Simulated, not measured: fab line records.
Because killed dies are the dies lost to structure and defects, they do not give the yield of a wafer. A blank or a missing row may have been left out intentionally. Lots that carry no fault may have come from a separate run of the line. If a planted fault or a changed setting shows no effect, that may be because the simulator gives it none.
fab line records + flow n5-finfet
record
- lots=15
- wafers=45
- last-day=17
route steps=1938 shown GATE_CUT@506 MOL_CONTACT_COAG@523
lots untouched by any fault: they come from a run of this same line in which no faults occurred
start-h: hours from the record's opening day to when the first of the lot's shown wafers began + wait-h: hours elapsed since this lot's preceding step + " same as the row above + L1.1+2: several wafers, shown together as one row + - no value present, or no start provided + * or withheld: withheld + < > ~ a bound
route shown NAME@n: names a module that has steps shown in the file, with the first one's number in the route + usual: the fault-free wafers' mean and standard deviation + same: alike in all rows + chamber/n: place in a boat + sites: each site's reading + _std_site: their standard deviation + _edge_site: outer sites' mean less inner sites' + radius-mm: for every site, how far away it sits from the centre of the wafer + mask NAME#n: copy n + behind: the tool/chamber that last shaped the wafer + hold: what put the lot on hold/how long, in hours/how the hold closed + device: whichever transistor did not switch (one of n, p or np) + end of line: the tests these same wafers got at the end of their route + a step given without rows: its recipe and nothing more + killed: count of dies lost to structure and defects at first sort (not the wafer's yield) + map: per-die view of a wafer (x killed, . not killed, _ where there is no die)
set.NAME: the setting the step ran with; set.NAME@STEP: the setting that earlier step ran with + model.NAME: the simulator's own value behind a step, which no gauge read
a sample of lots followed through the steps of the route, with each step as a table and each wafer as a row
services: the hour from which a tool's chamber was out of use, counted from the record's first day as start-h (under 0 if before that day), plus the number of hours and why
## steps
# step N5_GATE_CUT_VAPOR_ETCH_51
# recipe
- chemistry=BCl3/Cl2
- target=HfO2
- mode=isotropic
# usual
- drypump-motor-current-A=5.6/0.43
- oes-product-au=0.72/0.069
| lot.wafer | tool         | chamber | start-h | wait-h | drypump-motor-current-A | oes-product-au |
|-----------|--------------|---------|---------|--------|-------------------------|----------------|
| L509.2    | rie-metal-01 | 1       | 91.90   | 0.1    | 5.7                     | 0.78           |
| L509.5    | "            | 1       | "       | "      | 5.6                     | 0.78           |
| L509.6    | "            | 1       | "       | "      | 5.7                     | 0.78           |
| L511.1    | rie-metal-01 | 1       | 103.73  | 0.1    | 5.7                     | 0.78           |
| L511.4    | "            | 1       | "       | "      | 5.7                     | 0.78           |
| L511.5    | "            | 1       | "       | "      | 5.7                     | 0.78           |
| L512.3    | rie-metal-03 | 0       | 108.56  | 0.0    | 5.7                     | 0.63           |
| L512.4    | "            | 1       | "       | "      | 5.0                     | 0.84           |
| L512.5    | "            | 0       | "       | "      | 5.7                     | 0.63           |
| L513.1    | rie-metal-01 | 1       | 114.03  | 0.1    | 5.6                     | 0.77           |
| L513.3    | "            | 1       | "       | "      | 5.6                     | 0.77           |
| L513.4    | "            | 1       | "       | "      | 5.7                     | 0.78           |
| L514.2    | rie-metal-03 | 0       | 123.31  | 0.1    | 5.7                     | 0.63           |
| L514.5    | "            | 0       | "       | "      | 5.7                     | 0.63           |
| L514.6    | "            | 0       | "       | "      | 5.7                     | 0.63           |
| L515.1    | rie-metal-01 | 1       | 126.90  | 0.1    | 5.7                     | 0.77           |
| L515.3    | "            | 1       | "       | "      | 5.7                     | 0.77           |
| L515.4    | "            | 1       | "       | "      | 5.6                     | 0.77           |
| L520.1    | rie-metal-03 | 0       | 159.39  | 0.0    | 5.7                     | 0.62           |
| L520.3    | "            | 1       | "       | "      | 4.9                     | 0.82           |
| L520.5    | "            | 0       | "       | "      | 5.8                     | 0.62           |
| L523.1    | rie-metal-01 | 0       | 175.26  | 0.0    | 5.7                     | 0.70           |
| L523.4    | "            | 0       | "       | "      | 5.7                     | 0.70           |
| L523.5    | "            | 0       | "       | "      | 5.7                     | 0.69           |
| L526.2    | rie-metal-02 | 0       | 194.76  | 0.0    | 5.1                     | 0.69           |
| L526.4    | "            | 1       | "       | "      | 6.5                     | 0.68           |
| L526.5    | "            | 0       | "       | "      | 5.1                     | 0.68           |
| L527.3    | rie-metal-02 | 0       | 202.48  | 0.1    | 5.1                     | 0.69           |
| L527.5    | "            | 0       | "       | "      | 5.1                     | 0.69           |
| L527.6    | "            | 0       | "       | "      | 5.1                     | 0.68           |
| L528.2    | rie-metal-03 | 0       | 203.90  | 0.0    | 5.7                     | 0.61           |
| L528.3    | "            | 1       | "       | "      | 4.9                     | 0.80           |
| L528.5    | "            | 0       | "       | "      | 5.7                     | 0.61           |
| L529.1    | rie-metal-03 | 0       | 210.31  | 0.0    | 5.7                     | 0.61           |
| L529.4    | "            | 1       | "       | "      | 5.0                     | 0.81           |
| L529.6    | "            | 0       | "       | "      | 5.7                     | 0.61           |
| L530.2    | rie-metal-02 | 1       | 218.61  | 0.0    | 6.5                     | 0.67           |
| L530.4    | "            | 1       | "       | "      | 6.5                     | 0.68           |
| L530.5    | "            | 1       | "       | "      | 6.4                     | 0.68           |
| L531.3    | rie-metal-03 | 1       | 223.01  | 0.0    | 4.9                     | 0.80           |
| L531.5    | "            | 1       | "       | "      | 4.9                     | 0.80           |
| L531.6    | "            | 0       | "       | "      | 5.7                     | 0.62           |
| L525.3    | rie-metal-03 | 0       | 225.29  | 0.0    | 5.7                     | 0.61           |
| L525.4    | "            | 1       | "       | "      | 4.9                     | 0.81           |
| L525.5    | "            | 0       | "       | "      | 5.8                     | 0.62           |
# step N5_GATE_CUT_CMP_43
# recipe
- material=SiO2
- post-cmp-clean=rinse-only
# usual
- motor-current-A=12.3/1.2
- slurry-filter-dp-kPa=13.52/0.15
| lot.wafer | tool   | chamber | start-h | wait-h | motor-current-A | slurry-filter-dp-kPa |
|-----------|--------|---------|---------|--------|-----------------|----------------------|
| L509.2    | cmp-02 | 3       | 95.93   | 0.0    | 12.4            | 13.49                |
| L509.6    | "      | 3       | "       | "      | 12.5            | 13.51                |
| L509.5    | "      | 0       | "       | "      | 11.9            | 13.28                |
| L511.4    | cmp-02 | 1       | 105.97  | 0.2    | 13.2            | 13.64                |
| L511.1    | "      | 2       | "       | "      | 11.7            | 13.38                |
| L511.5    | "      | 0       | "       | "      | 12.2            | 13.49                |
| L512.4    | cmp-01 | 3       | 110.57  | 0.0    | 11.6            | 13.55                |
| L512.3    | "      | 0       | "       | "      | 13.3            | 13.52                |
| L512.5    | "      | 0       | "       | "      | 14.1            | 13.28                |
| L513.4    | cmp-02 | 3       | 116.17  | 0.1    | 12.4            | 13.76                |
| L513.1    | "      | 0       | "       | "      | 12.3            | 13.49                |
| L513.3    | "      | 1       | "       | "      | 13.0            | 13.52                |
| L514.2    | cmp-03 | 1       | 125.51  | 0.2    | 12.9            | 13.52                |
| L514.6    | "      | 3       | "       | "      | 11.5            | 13.63                |
| L514.5    | "      | 0       | "       | "      | 11.2            | 13.59                |
| L515.3    | cmp-01 | 1       | 128.95  | 0.0    | 10.9            | 13.50                |
| L515.1    | "      | 2       | "       | "      | 15.2            | 13.36                |
| L515.4    | "      | 3       | "       | "      | 10.9            | 13.32                |
| L520.3    | cmp-01 | 0       | 161.50  | 0.1    | 13.5            | 13.42                |
| L520.1    | "      | 2       | "       | "      | 14.7            | 13.55                |
| L520.5    | "      | 0       | "       | "      | 14.2            | 13.23                |
| L523.1    | cmp-02 | 0       | 177.28  | 0.0    | 11.6            | 13.71                |
| L523.4    | "      | 1       | "       | "      | 14.3            | 13.44                |
| L523.5    | "      | 1       | "       | "      | 13.3            | 13.70                |
| L526.4    | cmp-02 | 0       | 197.18  | 0.1    | 12.2            | 13.59                |
| L526.2    | "      | 2       | "       | "      | 11.8            | 13.51                |
| L526.5    | "      | 3       | "       | "      | 12.0            | 13.81                |
| L527.3    | cmp-01 | 3       | 204.51  | 0.0    | 10.5            | 13.82                |
| L527.6    | "      | 3       | "       | "      | 11.1            | 13.74                |
| L527.5    | "      | 0       | "       | "      | 13.9            | 13.47                |
| L528.3    | cmp-01 | 0       | 206.00  | 0.1    | 13.7            | 13.32                |
| L528.2    | "      | 1       | "       | "      | 10.9            | 13.83                |
| L528.5    | "      | 3       | "       | "      | 10.6            | 13.57                |
| L529.1    | cmp-03 | 1       | 212.55  | 0.2    | 12.8            | 13.51                |
| L529.4    | "      | 2       | "       | "      | 12.0            | 13.54                |
| L529.6    | "      | 0       | "       | "      | 11.3            | 13.66                |
| L530.4    | cmp-01 | 3       | 220.69  | 0.0    | 11.3            | 13.36                |
| L530.2    | "      | 2       | "       | "      | 14.7            | 13.26                |
| L530.5    | "      | 0       | "       | "      | 13.4            | 13.47                |
| L531.3    | cmp-02 | 0       | 225.17  | 0.2    | 11.9            | 13.53                |
| L531.5    | "      | 2       | "       | "      | 13.0            | 13.38                |
| L531.6    | "      | 3       | "       | "      | 11.9            | 13.49                |
| L525.3    | cmp-03 | 0       | 227.38  | 0.1    | 11.2            | 13.32                |
| L525.4    | "      | 2       | "       | "      | 11.7            | 13.43                |
| L525.5    | "      | 3       | "       | "      | 12.0            | 13.22                |
# step N5_MOL_CONTACT_COAG_EXPOSE_05
# recipe
- mask-id=CA
- na=0.33
- source-shape=annular
- sigma-inner=0.4
- sigma-outer=0.8
- polarization=unpolarized
- defocus-nm=0
- dose-mj=38.25
# usual
- exposure-dose-mJ-cm2=38.23/0.039
- focus-offset-nm=-0.1/0.57
- sigma-outer=0.8/0
| lot.wafer | tool           | chamber | start-h | wait-h | mask | exposure-dose-mJ-cm2 | focus-offset-nm | sigma-outer |
|-----------|----------------|---------|---------|--------|------|----------------------|-----------------|-------------|
| L509.2    | euv-scanner-01 | 0       | 96.95   | -      | CA#0 | 38.22                | 1.4             | 0.8         |
| L509.5    | "              | 0       | "       | "      | CA#0 | 38.23                | 0.1             | 0.8         |
| L509.6    | "              | 0       | "       | "      | CA#0 | 38.21                | 0.5             | 0.8         |
| L511.1    | euv-scanner-02 | 0       | 106.69  | -      | CA#0 | 38.23                | -0.3            | 0.8         |
| L511.4    | "              | 0       | "       | "      | CA#0 | 38.16                | 0.4             | 0.8         |
| L511.5    | "              | 0       | "       | "      | CA#0 | 38.21                | -0.3            | 0.8         |
| L512.3    | euv-scanner-01 | 0       | 111.65  | -      | CA#0 | 38.23                | -0.9            | 0.8         |
| L512.4    | "              | 0       | "       | "      | CA#0 | 38.23                | -1.2            | 0.8         |
| L512.5    | "              | 0       | "       | "      | CA#0 | 38.21                | -1.0            | 0.8         |
| L513.1    | euv-scanner-02 | 0       | 117.09  | -      | CA#0 | 38.19                | -0.2            | 0.8         |
| L513.3    | "              | 0       | "       | "      | CA#0 | 38.16                | 0.7             | 0.8         |
| L513.4    | "              | 0       | "       | "      | CA#0 | 38.13                | -0.6            | 0.8         |
| L514.2    | euv-scanner-02 | 0       | 126.23  | -      | CA#0 | 38.26                | -0.2            | 0.8         |
| L514.5    | "              | 0       | "       | "      | CA#0 | 38.20                | -0.4            | 0.8         |
| L514.6    | "              | 0       | "       | "      | CA#0 | 38.24                | -0.5            | 0.8         |
| L515.1    | euv-scanner-02 | 0       | 129.83  | -      | CA#0 | 38.21                | -0.3            | 0.8         |
| L515.3    | "              | 0       | "       | "      | CA#0 | 38.18                | -1.2            | 0.8         |
| L515.4    | "              | 0       | "       | "      | CA#0 | 38.17                | -0.3            | 0.8         |
| L520.1    | euv-scanner-02 | 0       | 162.42  | -      | CA#0 | 38.22                | -0.5            | 0.8         |
| L520.3    | "              | 0       | "       | "      | CA#0 | 38.19                | -0.2            | 0.8         |
| L520.5    | "              | 0       | "       | "      | CA#0 | 38.25                | -0.4            | 0.8         |
| L523.1    | euv-scanner-01 | 0       | 178.16  | -      | CA#0 | 38.23                | -0.6            | 0.8         |
| L523.4    | "              | 0       | "       | "      | CA#0 | 38.23                | -0.1            | 0.8         |
| L523.5    | "              | 0       | "       | "      | CA#0 | 38.25                | -0.6            | 0.8         |
| L526.2    | euv-scanner-01 | -       | 198.31  | -      | CA#0 | -                    | -               | -           |
| L526.4    | "              | -       | "       | "      | CA#0 | -                    | -               | -           |
| L526.5    | "              | -       | "       | "      | CA#0 | -                    | -               | -           |
| L527.3    | euv-scanner-01 | -       | 205.40  | -      | CA#0 | -                    | -               | -           |
| L527.5    | "              | -       | "       | "      | CA#0 | -                    | -               | -           |
| L527.6    | "              | -       | "       | "      | CA#0 | -                    | -               | -           |
| L528.2    | euv-scanner-01 | 0       | 206.82  | -      | CA#0 | 38.20                | 0.7             | 0.8         |
| L528.3    | "              | 0       | "       | "      | CA#0 | 38.21                | 0.3             | 0.8         |
| L528.5    | "              | 0       | "       | "      | CA#0 | 38.22                | -0.5            | 0.8         |
| L529.1    | euv-scanner-02 | 0       | 213.39  | -      | CA#0 | 38.23                | 1.0             | 0.8         |
| L529.4    | "              | 0       | "       | "      | CA#0 | 38.21                | 0.5             | 0.8         |
| L529.6    | "              | 0       | "       | "      | CA#0 | 38.25                | 0.9             | 0.8         |
| L530.2    | euv-scanner-01 | 0       | 222.28  | -      | CA#0 | 38.30                | 0.4             | 0.8         |
| L530.4    | "              | 0       | "       | "      | CA#0 | 38.28                | -0.3            | 0.8         |
| L530.5    | "              | 0       | "       | "      | CA#0 | 38.34                | -0.1            | 0.8         |
| L531.3    | euv-scanner-02 | 0       | 226.03  | -      | CA#0 | 38.29                | 0.2             | 0.8         |
| L531.5    | "              | 0       | "       | "      | CA#0 | 38.29                | -0.5            | 0.8         |
| L531.6    | "              | 0       | "       | "      | CA#0 | 38.32                | 0.5             | 0.8         |
| L525.3    | euv-scanner-02 | -       | 228.20  | -      | CA#0 | -                    | -               | -           |
| L525.4    | "              | -       | "       | "      | CA#0 | -                    | -               | -           |
| L525.5    | "              | -       | "       | "      | CA#0 | -                    | -               | -           |
# step N5_MOL_CONTACT_COAG_CD_MEAS_08
# recipe
- target-cd-nm=28
- landing-energy-ev=500
- detector=se-inlens
- polarity=opening
# usual
- cd-nm=27.95/0.25
| lot.wafer | tool      | chamber | start-h | wait-h | cd-nm |
|-----------|-----------|---------|---------|--------|-------|
| L509.2    | cd-sem-01 | 0       | 97.07   | -      | 27.88 |
| L509.5    | "         | 0       | "       | "      | 28.04 |
| L509.6    | "         | 0       | "       | "      | 28.36 |
| L511.1    | cd-sem-03 | 0       | 106.82  | -      | 28.00 |
| L511.4    | "         | 0       | "       | "      | 27.63 |
| L511.5    | "         | 0       | "       | "      | 27.59 |
| L512.3    | cd-sem-02 | 0       | 111.77  | -      | 27.67 |
| L512.4    | "         | 0       | "       | "      | 28.14 |
| L512.5    | "         | 0       | "       | "      | 28.11 |
| L513.1    | cd-sem-02 | 0       | 117.22  | -      | 28.33 |
| L513.3    | "         | 0       | "       | "      | 28.27 |
| L513.4    | "         | 0       | "       | "      | 28.13 |
| L514.2    | cd-sem-01 | 0       | 126.36  | -      | 27.84 |
| L514.5    | "         | 0       | "       | "      | 27.74 |
| L514.6    | "         | 0       | "       | "      | 27.90 |
| L515.1    | cd-sem-01 | 0       | 129.96  | -      | 27.49 |
| L515.3    | "         | 0       | "       | "      | 28.06 |
| L515.4    | "         | 0       | "       | "      | 27.76 |
| L520.1    | cd-sem-01 | 0       | 162.55  | -      | 27.98 |
| L520.3    | "         | 0       | "       | "      | 27.98 |
| L520.5    | "         | 0       | "       | "      | 27.98 |
| L523.1    | cd-sem-01 | 0       | 178.29  | -      | 27.95 |
| L523.4    | "         | 0       | "       | "      | 27.84 |
| L523.5    | "         | 0       | "       | "      | 27.70 |
| L526.2    | cd-sem-01 | 0       | 198.43  | -      | -     |
| L526.4    | "         | 0       | "       | "      | -     |
| L526.5    | "         | 0       | "       | "      | -     |
| L527.3    | cd-sem-01 | 0       | 205.52  | -      | -     |
| L527.5    | "         | 0       | "       | "      | -     |
| L527.6    | "         | 0       | "       | "      | -     |
| L528.2    | cd-sem-03 | 0       | 206.95  | -      | 28.00 |
| L528.3    | "         | 0       | "       | "      | 27.87 |
| L528.5    | "         | 0       | "       | "      | 28.17 |
| L529.1    | cd-sem-03 | 0       | 213.52  | -      | 27.88 |
| L529.4    | "         | 0       | "       | "      | 27.84 |
| L529.6    | "         | 0       | "       | "      | 27.64 |
| L530.2    | cd-sem-01 | 0       | 222.41  | -      | 28.19 |
| L530.4    | "         | 0       | "       | "      | 27.47 |
| L530.5    | "         | 0       | "       | "      | 27.85 |
| L531.3    | cd-sem-03 | 0       | 226.15  | -      | 27.77 |
| L531.5    | "         | 0       | "       | "      | 28.26 |
| L531.6    | "         | 0       | "       | "      | 27.91 |
| L525.3    | cd-sem-03 | 0       | 228.32  | -      | -     |
| L525.4    | "         | 0       | "       | "      | -     |
| L525.5    | "         | 0       | "       | "      | -     |
## services
| tool           | chamber | start-h | hours | kind        |
|----------------|---------|---------|-------|-------------|
| euv-scanner-01 | -       | 71.48   | 1.0   | pm          |
| cmp-02         | -       | 80.93   | 1.7   | repair      |
| cmp-03         | -       | 84.15   | 0.6   | repair      |
| rie-metal-02   | -       | 85.09   | 0.1   | repair      |
| cmp-01         | -       | 86.37   | 2.5   | repair      |
| euv-scanner-02 | -       | 92.80   | 5.8   | pm          |
| euv-scanner-02 | -       | 103.18  | 0.4   | repair      |
| euv-scanner-02 | -       | 110.87  | 1.0   | pm          |
| euv-scanner-01 | -       | 123.37  | 4.6   | pm          |
| cmp-02         | -       | 131.67  | 0.6   | repair      |
| cmp-03         | -       | 147.38  | 4.0   | pm          |
| euv-scanner-02 | 0       | 165.31  | -     | calibration |
| rie-metal-02   | 0       | 166.26  | 7.7   | repair      |
| euv-scanner-02 | -       | 167.02  | 1.0   | pm          |
| cmp-03         | -       | 181.03  | 5.0   | pm          |
| cmp-01         | -       | 182.90  | 1.0   | repair      |
| euv-scanner-01 | -       | 183.78  | 1.0   | pm          |
| cmp-01         | -       | 190.13  | 0.5   | repair      |
| rie-metal-02   | 1       | 198.86  | 9.7   | repair      |
| euv-scanner-02 | -       | 202.63  | 4.6   | pm          |
| cmp-01         | -       | 215.26  | 4.0   | pm          |
| euv-scanner-02 | -       | 215.27  | 0.1   | repair      |
| euv-scanner-02 | -       | 223.17  | 1.0   | pm          |
| euv-scanner-01 | -       | 228.10  | 1.5   | repair      |
## key
first-sign
- step=N5_MOL_CONTACT_COAG_EXPOSE_05
- reading=tool-record
- direction=missing
effect none on later readings
met-at N5_MOL_CONTACT_COAG_EXPOSE_05
struck-lots L525,L526,L527
later-rows-left-out L525.3,L525.4,L525.5,L526.2,L526.4,L526.5,L527.3,L527.5,L527.6
sort-left-out L525.3,L525.4,L525.5,L526.2,L526.4,L526.5,L527.3,L527.5,L527.6
not-acting-at N5_GATE_CUT_VAPOR_ETCH_51,N5_GATE_CUT_CMP_43,N5_MOL_CONTACT_COAG_CD_MEAS_08
onset-between 178.16 198.31
fault
- kind=skipped-step-whole
- tool=euv-scanner-01,euv-scanner-02
- chamber=-
- onset-h=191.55
- steps=N5_MOL_CONTACT_COAG_EXPOSE_05
- scope=struck-lots-only
# sort-left-out: the simulated sort isn't trusted on such a fault, so these wafers' sort isn't shown, and their yield isn't known
# later-rows-left-out: the simulator's readings of these wafers behind a module that went badly wrong aren't trusted and aren't shown, but for the sort
